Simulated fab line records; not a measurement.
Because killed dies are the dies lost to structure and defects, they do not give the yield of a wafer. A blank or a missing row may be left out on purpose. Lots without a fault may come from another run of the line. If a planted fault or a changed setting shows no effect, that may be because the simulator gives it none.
The tool behind it: which one? / flow nandHarc / 39 wafers from 13 lots sampled at 6 of the route's 1302 steps

WHAT EACH GAUGE READ, for each wafer
NHARC_A_START_INSPECT_01.
lot=L822; measured=day 7 05:36; on=defectInspect-01; rawDefectCount=4 3 5
lot=L823; measured=day 7 17:05; on=defectInspect-02; rawDefectCount=6 2 4
lot=L825; measured=day 8 12:38; on=defectInspect-01; rawDefectCount=5 2 3
lot=L827; measured=day 9 08:40; on=defectInspect-02; rawDefectCount=3 1 0
lot=L828; measured=day 9 22:04; on=defectInspect-01; rawDefectCount=5 8 1
lot=L829; measured=day 9 22:50; on=defectInspect-01; rawDefectCount=5 3 3
lot=L830; measured=day 10 17:29; on=defectInspect-01; rawDefectCount=1 5 3
lot=L833; measured=day 12 03:46; on=defectInspect-02; rawDefectCount=1 2 4
lot=L834; measured=day 12 07:51; on=defectInspect-02; rawDefectCount=1 1 9
lot=L841; measured=day 14 20:08; on=defectInspect-02; rawDefectCount=2 3 6
lot=L842; measured=day 15 09:21; on=defectInspect-01; rawDefectCount=3 3 5
lot=L844; measured=day 16 15:40; on=defectInspect-02; rawDefectCount=6 1 1
lot=L843; measured=day 16 16:20; on=defectInspect-02; rawDefectCount=1 1 7

NHARC_A_ZERO_WELL_INSPECT_17.
lot=L822; measured=day 7 07:58; on=defectInspect-01; rawDefectCount=8 14 6
lot=L823; measured=day 7 19:25; on=defectInspect-02; rawDefectCount=12 10 5
lot=L825; measured=day 8 14:57; on=defectInspect-01; rawDefectCount=5 13 10
lot=L827; measured=day 9 10:58; on=defectInspect-02; rawDefectCount=13 7 13
lot=L828; measured=day 10 00:21; on=defectInspect-02; rawDefectCount=10 8 12
lot=L829; measured=day 10 01:18; on=defectInspect-01; rawDefectCount=11 8 11
lot=L830; measured=day 10 19:40; on=defectInspect-02; rawDefectCount=8 7 11
lot=L833; measured=day 12 05:59; on=defectInspect-02; rawDefectCount=12 5 4
lot=L834; measured=day 12 10:09; on=defectInspect-01; rawDefectCount=5 17 11
lot=L841; measured=day 14 22:19; on=defectInspect-02; rawDefectCount=4 13 11
lot=L842; measured=day 15 11:46; on=defectInspect-02; rawDefectCount=4 10 6
lot=L844; measured=day 16 17:58; on=defectInspect-02; rawDefectCount=4 2 3
lot=L843; measured=day 16 18:47; on=defectInspect-02; rawDefectCount=12 6 8

NHARC_A_ONON_D1_THK_MEAS_02: measures by ellipsometry.
lot=L822; measured=day 8 04:32; on=filmMetro-02; thkNm (nm)=999 998 999
lot=L823; measured=day 8 16:21; on=filmMetro-01; thkNm (nm)=1000 998 999
lot=L825; measured=day 9 12:22; on=filmMetro-01; thkNm (nm)=1004 1005 1004
lot=L827; measured=day 10 11:29; on=filmMetro-01; thkNm (nm)=999 999 999
lot=L828; measured=day 11 00:47; on=filmMetro-02; thkNm (nm)=994 995 994
lot=L829; measured=day 11 00:47; on=filmMetro-01; thkNm (nm)=1001 1003 1003
lot=L830; measured=day 11 16:16; on=filmMetro-02; thkNm (nm)=1027 1025 1024
lot=L833; measured=day 13 02:39; on=filmMetro-02; thkNm (nm)=1001 1002 639
lot=L834; measured=day 13 06:32; on=filmMetro-01; thkNm (nm)=627 989 628
lot=L841; measured=day 15 20:24; on=filmMetro-02; thkNm (nm)=997 995 995
lot=L842; measured=day 16 08:40; on=filmMetro-02; thkNm (nm)=989 987 988
lot=L844; measured=day 17 14:30; on=filmMetro-02; thkNm (nm)=999 1001 1000
lot=L843; measured=day 17 14:30; on=filmMetro-01; thkNm (nm)=988 988 989

NHARC_END_SORT_01.
lot=L833; measured=day 30 03:11; on=prober-01; killedAtArray=44 57 672; killedAtOther=2 1 1; killedAtPeriphery=1 3 4; killedDies=47 61 677; killedOpen=2 7 3; killedShort=1 2 1
lot=L834; measured=day 30 04:50; on=prober-02; killedAtArray=676 88 673; killedAtOther=1 0 1; killedAtPeriphery=0 2 3; killedDies=677 90 677; killedOpen=1 5 2; killedShort=1 1 3

TOOL THAT RAN EACH LOT (tool first, then ch and the chambers of the sampled wafers, then the start)
lot=L822; NHARC_A_ZERO_WELL_ETCH_19=rieDiel-11 ch 0,2,3, day 7 06:42; NHARC_A_ONON_D1_DEP_00=pecvdOnon-03 ch 0, day 8 04:02
lot=L823; NHARC_A_ZERO_WELL_ETCH_19=rieDiel-09 ch 0,2,3, day 7 18:11; NHARC_A_ONON_D1_DEP_00=pecvdOnon-02 ch 0, day 8 15:50
lot=L825; NHARC_A_ZERO_WELL_ETCH_19=rieDiel-09 ch 0,1, day 8 13:44; NHARC_A_ONON_D1_DEP_00=pecvdOnon-01 ch 0, day 9 11:55
lot=L827; NHARC_A_ZERO_WELL_ETCH_19=rieDiel-07 ch 1,2,3, day 9 09:46; NHARC_A_ONON_D1_DEP_00=pecvdOnon-03 ch 0, day 10 11:01
lot=L828; NHARC_A_ZERO_WELL_ETCH_19=rieDiel-07 ch 0,1, day 9 23:07; NHARC_A_ONON_D1_DEP_00=pecvdOnon-02 ch 0, day 11 00:24
lot=L829; NHARC_A_ZERO_WELL_ETCH_19=rieDiel-09 ch 1,2,3, day 9 23:59; NHARC_A_ONON_D1_DEP_00=pecvdOnon-01 ch 0, day 11 00:20
lot=L830; NHARC_A_ZERO_WELL_ETCH_19=rieDiel-07 ch 0,2,3, day 10 18:28; NHARC_A_ONON_D1_DEP_00=pecvdOnon-01 ch 0, day 11 15:49
lot=L833; NHARC_A_ZERO_WELL_ETCH_19=rieDiel-09 ch 1,2, day 12 04:44; NHARC_A_ONON_D1_DEP_00=pecvdOnon-01 ch 0, day 13 02:08
lot=L834; NHARC_A_ZERO_WELL_ETCH_19=rieDiel-07 ch 0,2,3, day 12 08:56; NHARC_A_ONON_D1_DEP_00=pecvdOnon-01 ch 0, day 13 06:08
lot=L841; NHARC_A_ZERO_WELL_ETCH_19=rieDiel-09 ch 0,1,3, day 14 21:05; NHARC_A_ONON_D1_DEP_00=pecvdOnon-01 ch 0, day 15 19:53
lot=L842; NHARC_A_ZERO_WELL_ETCH_19=rieDiel-09 ch 2,3, day 15 10:26; NHARC_A_ONON_D1_DEP_00=pecvdOnon-01 ch 0, day 16 08:20
lot=L844; NHARC_A_ZERO_WELL_ETCH_19=rieDiel-09 ch 0,2,3, day 16 16:46; NHARC_A_ONON_D1_DEP_00=pecvdOnon-01 ch 0, day 17 14:03
lot=L843; NHARC_A_ZERO_WELL_ETCH_19=rieDiel-09 ch 0,1,3, day 16 17:25; NHARC_A_ONON_D1_DEP_00=pecvdOnon-03 ch 0, day 17 14:03
- NHARC_A_ZERO_WELL_ETCH_19: etches the open film in N2/H2, target depth 80 nm, overetch 24 nm, time 87.88 s.
- NHARC_A_ONON_D1_DEP_00: target thk 1000 nm.

AS READ BY THE TOOLS THEMSELVES (means over the sampled wafers that have a number; for cases with no such wafer, the mark the record gives instead)
NHARC_A_ZERO_WELL_ETCH_19.
lot=L822; tool=rieDiel-11; drypumpMotorCurrentA (A)=5.94; mfcArSccm (sccm)=0.004; oesProductAu (a.u.)=1.023; rfVppV (V)=428.2; showerheadPlenumPTorr (Torr)=1.95; throttleValvePct (%)=14.169
lot=L823; tool=rieDiel-09; drypumpMotorCurrentA (A)=5.85; mfcArSccm (sccm)=0.000; oesProductAu (a.u.)=1.003; rfVppV (V)=428.1; showerheadPlenumPTorr (Torr)=1.94; throttleValvePct (%)=14.175
lot=L825; tool=rieDiel-09; drypumpMotorCurrentA (A)=6.09; mfcArSccm (sccm)=0.000; oesProductAu (a.u.)=1.012; rfVppV (V)=430.8; showerheadPlenumPTorr (Torr)=2.03; throttleValvePct (%)=14.172
lot=L827; tool=rieDiel-07; drypumpMotorCurrentA (A)=6.07; mfcArSccm (sccm)=0.010; oesProductAu (a.u.)=0.992; rfVppV (V)=430.8; showerheadPlenumPTorr (Torr)=2.05; throttleValvePct (%)=14.170
lot=L828; tool=rieDiel-07; drypumpMotorCurrentA (A)=6.01; mfcArSccm (sccm)=0.005; oesProductAu (a.u.)=0.995; rfVppV (V)=432.7; showerheadPlenumPTorr (Torr)=2.15; throttleValvePct (%)=14.167
lot=L829; tool=rieDiel-09; drypumpMotorCurrentA (A)=5.93; mfcArSccm (sccm)=0.000; oesProductAu (a.u.)=1.001; rfVppV (V)=427.8; showerheadPlenumPTorr (Torr)=1.98; throttleValvePct (%)=14.169
lot=L830; tool=rieDiel-07; drypumpMotorCurrentA (A)=6.16; mfcArSccm (sccm)=0.007; oesProductAu (a.u.)=1.001; rfVppV (V)=430.9; showerheadPlenumPTorr (Torr)=2.04; throttleValvePct (%)=14.164
lot=L833; tool=rieDiel-09; drypumpMotorCurrentA (A)=6.16; mfcArSccm (sccm)=0.000; oesProductAu (a.u.)=1.008; rfVppV (V)=430.3; showerheadPlenumPTorr (Torr)=2.04; throttleValvePct (%)=14.169
lot=L834; tool=rieDiel-07; drypumpMotorCurrentA (A)=6.15; mfcArSccm (sccm)=0.007; oesProductAu (a.u.)=1.011; rfVppV (V)=430.9; showerheadPlenumPTorr (Torr)=2.04; throttleValvePct (%)=14.177
lot=L841; tool=rieDiel-09; drypumpMotorCurrentA (A)=5.86; mfcArSccm (sccm)=0.000; oesProductAu (a.u.)=1.014; rfVppV (V)=428.7; showerheadPlenumPTorr (Torr)=1.97; throttleValvePct (%)=14.163
lot=L842; tool=rieDiel-09; drypumpMotorCurrentA (A)=5.91; mfcArSccm (sccm)=0.000; oesProductAu (a.u.)=1.006; rfVppV (V)=428.1; showerheadPlenumPTorr (Torr)=1.94; throttleValvePct (%)=14.176
lot=L844; tool=rieDiel-09; drypumpMotorCurrentA (A)=5.82; mfcArSccm (sccm)=0.000; oesProductAu (a.u.)=1.018; rfVppV (V)=426.3; showerheadPlenumPTorr (Torr)=1.93; throttleValvePct (%)=14.166
lot=L843; tool=rieDiel-09; drypumpMotorCurrentA (A)=5.85; mfcArSccm (sccm)=0.000; oesProductAu (a.u.)=1.015; rfVppV (V)=427.8; showerheadPlenumPTorr (Torr)=1.97; throttleValvePct (%)=14.175

THE ANSWER, worked out from the rows above alone
Rule: the usual values come from the lots themselves. The widest of any qualifying gaps counts: lots, ordered by their means at a reading, are off when they make up no more than a third of the lots, leave a main group of 4 or more, and stand apart from it by 3 or more times the standard deviation of that group's means. If all means in a main group match to the digits the tables above print for the reading, that group is not used. Also off: a lot with no number at a reading for which 4 or more lots have one. The other lots that the step has rows for count as sound. First the gauges in route order, then the tools' own readings, where a lot's mean is used as printed above. The first step at which some lot is off is used, and at that step the reading that is off furthest; a lot without a number counts as furthest.
Off, at NHARC_A_ONON_D1_THK_MEAS_02 on thkNm: L833, L834. Mean 1000 nm and standard deviation 9.5 in the main group.
If a tool, at a process step before that reading, ran all the lots that are off and no sound lot after the first of them, it fits. Those tools and the gauges at NHARC_A_ONON_D1_THK_MEAS_02 are tried in the same way. Not one of the candidates tried fits.

WHAT HAD BEEN PUT IN BY THE SIMULATOR
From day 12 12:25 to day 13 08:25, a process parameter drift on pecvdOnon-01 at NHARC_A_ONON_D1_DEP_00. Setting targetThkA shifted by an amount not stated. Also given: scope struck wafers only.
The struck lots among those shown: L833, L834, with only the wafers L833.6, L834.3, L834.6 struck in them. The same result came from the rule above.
